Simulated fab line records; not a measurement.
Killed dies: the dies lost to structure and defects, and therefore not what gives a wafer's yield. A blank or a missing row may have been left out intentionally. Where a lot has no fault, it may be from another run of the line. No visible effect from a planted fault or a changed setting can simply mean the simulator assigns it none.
What tool caused it?    flow n5 finfet    11 lots, 33 wafers sampled, at 5 steps of a route of 1938

WHAT EACH GAUGE READ, for each wafer
N5_BEOL_M4_RC_MEAS_101.
lot   measured      on         DIBL_N (mV/V)
L197  day 7 22:47   prober-01  35.4 32.2 35.9
L198  day 8 14:56   prober-02  39.5 36.4 35.5
L199  day 8 15:19   prober-01  36.9 33.8 35.2
L202  day 8 23:23   prober-02  37.6 40.0 34.1
L205  day 10 06:10  prober-01  31.1 34.7 34.7
L210  day 11 03:08  prober-02  37.2 36.7 33.2
L214  day 12 10:28  prober-02  39.7 38.5 34.5
L215  day 12 16:28  prober-01  36.5 38.0 37.2
L216  day 12 19:54  prober-01  34.3 35.8 37.4
L217  day 13 03:22  prober-01  35.8 38.1 35.3
L219  day 13 12:32  prober-01  35.2 39.7 33.6

WHAT TOOL EACH LOT RAN ON (gives the tool, then ch and the chambers of the sampled wafers, and finally the start)
lot   N5_BEOL_M2_PRE_CLEAN_45       N5_BEOL_M2_SURFACE_TREAT_85   N5_BEOL_M2_ANNEAL_87          N5_BEOL_M2_ANNEAL_89
L197  pvd sputter-02, day 7 02:48   pvd sputter-02, day 7 03:17   pvd sputter-02, day 7 04:16   pvd sputter-02, day 7 04:29
L198  pvd sputter-02, day 7 03:22   pvd sputter-01, day 7 04:19   pvd sputter-03, day 7 05:19   pvd sputter-03, day 7 05:32
L199  pvd sputter-01, day 7 06:04   pvd sputter-03, day 7 06:52   pvd sputter-01, day 7 08:49   pvd sputter-01, day 7 09:02
L202  pvd sputter-03, day 7 20:04   pvd sputter-03, day 7 20:35   pvd sputter-03, day 7 22:03   pvd sputter-03, day 7 22:16
L205  pvd sputter-03, day 9 09:22   pvd sputter-01, day 9 09:40   pvd sputter-03, day 9 10:41   pvd sputter-03, day 9 10:54
L210  pvd sputter-01, day 9 21:46   pvd sputter-03, day 9 22:04   pvd sputter-03, day 9 23:02   pvd sputter-03, day 9 23:15
L214  pvd sputter-03, day 11 07:35  pvd sputter-03, day 11 07:52  pvd sputter-03, day 11 08:51  pvd sputter-03, day 11 09:04
L215  pvd sputter-01, day 11 19:11  pvd sputter-03, day 11 19:33  pvd sputter-01, day 11 20:39  pvd sputter-01, day 11 20:52
L216  pvd sputter-01, day 11 19:21  pvd sputter-01, day 11 19:43  pvd sputter-01, day 11 22:29  pvd sputter-01, day 11 22:43
L217  pvd sputter-03, day 12 01:43  pvd sputter-02, day 12 02:03  pvd sputter-03, day 12 03:08  pvd sputter-03, day 12 03:22
L219  pvd sputter-01, day 12 06:11  pvd sputter-02, day 12 06:41  pvd sputter-02, day 12 07:55  pvd sputter-02, day 12 08:08
- N5_BEOL_M2_PRE_CLEAN_45: time 30 s.
- N5_BEOL_M2_SURFACE_TREAT_85
- N5_BEOL_M2_ANNEAL_87: time 240 s.
- N5_BEOL_M2_ANNEAL_89: time 240 s.

THE ANSWER, worked out from the rows above alone
Rule: what is usual is taken from the lots themselves. Put in order of their means at a reading, lots are off if they are a third of the lots or fewer, leave a main group of 4 or more, and stand apart from it by a gap of 3 or more times the standard deviation of the main group's means; of several such gaps the widest counts. If all means in a main group match to the digits the tables above print for the reading, that group is not used. A lot without any number at a reading at which 4 lots or more have one is off too. The other lots that the step has rows for count as sound.
No lot is off on any of the readings shown, so nothing can be concluded from this.

WHAT THE SIMULATOR HAD PUT IN
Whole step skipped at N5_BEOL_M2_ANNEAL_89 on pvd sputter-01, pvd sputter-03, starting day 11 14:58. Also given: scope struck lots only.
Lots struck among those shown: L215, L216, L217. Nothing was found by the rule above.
